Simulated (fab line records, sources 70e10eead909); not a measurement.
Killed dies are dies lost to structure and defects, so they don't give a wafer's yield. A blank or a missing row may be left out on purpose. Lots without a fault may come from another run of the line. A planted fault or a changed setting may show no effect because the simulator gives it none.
Chamber matching | flow nand_harc | NHARC_A_CONTACT_CMP_20 on cmp-02: 4 sister chambers
The step polishes, t overpolish 30 s, target thk 300 nm. 4 wafers are shown with their chamber, then 12 later ones without.

WAFERS WITH THEIR CHAMBER
wafer  | chamber | motor_current_A (A)
L084.1 | 1       | 11.0
L093.1 | 0       | 11.1
L093.4 | 3       | 11.4
L093.6 | 2       | 12.5

WAFERS WITHOUT THEIR CHAMBER
wafer  | motor_current_A (A)
L091.4 | 11.1
L091.5 | 10.7
L091.6 | 11.5
L094.2 | 10.0
L094.3 | 12.9
L094.5 | 12.4
L095.1 | 10.8
L095.3 | 11.0
L095.6 | 12.6
L097.1 | 10.1
L097.2 | 10.6
L097.4 | 12.8

WHICH CHAMBER EACH WENT THROUGH
wafer  | from the rows above          | in truth
L091.4 | can't be placed: 0 or 1 or 3 | 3
L091.5 | can't be placed: 1 or 0 or 3 | 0
L091.6 | can't be placed: 3 or 0 or 1 | 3
L094.2 | can't be placed: 1 or 0 or 3 | 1
L094.3 | 2                            | 2
L094.5 | 2                            | 2
L095.1 | can't be placed: 1 or 0 or 3 | 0
L095.3 | can't be placed: 1 or 0 or 3 | 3
L095.6 | 2                            | 2
L097.1 | can't be placed: 1 or 0 or 3 | 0
L097.2 | can't be placed: 1 or 0 or 3 | 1
L097.4 | 2                            | 2
Placed correctly: 4 of 12. Can't be placed from these rows: 8 (the true chamber is among the candidates in 8). Placed wrongly: 0.
How it was worked out, from the rows above alone: a wafer's distance from a chamber is the root of the sum, over the readings, of the square of ((its reading less the chamber's mean) divided by the reading's scatter). The wafer belongs to the nearest chamber; if the next one is less than 2 further off, it can't be placed. A chamber's mean is the mean of its shown wafers. The scatter: with one shown wafer a chamber, the root of the mean of the squares of how far each hidden wafer lies from its nearest shown one.
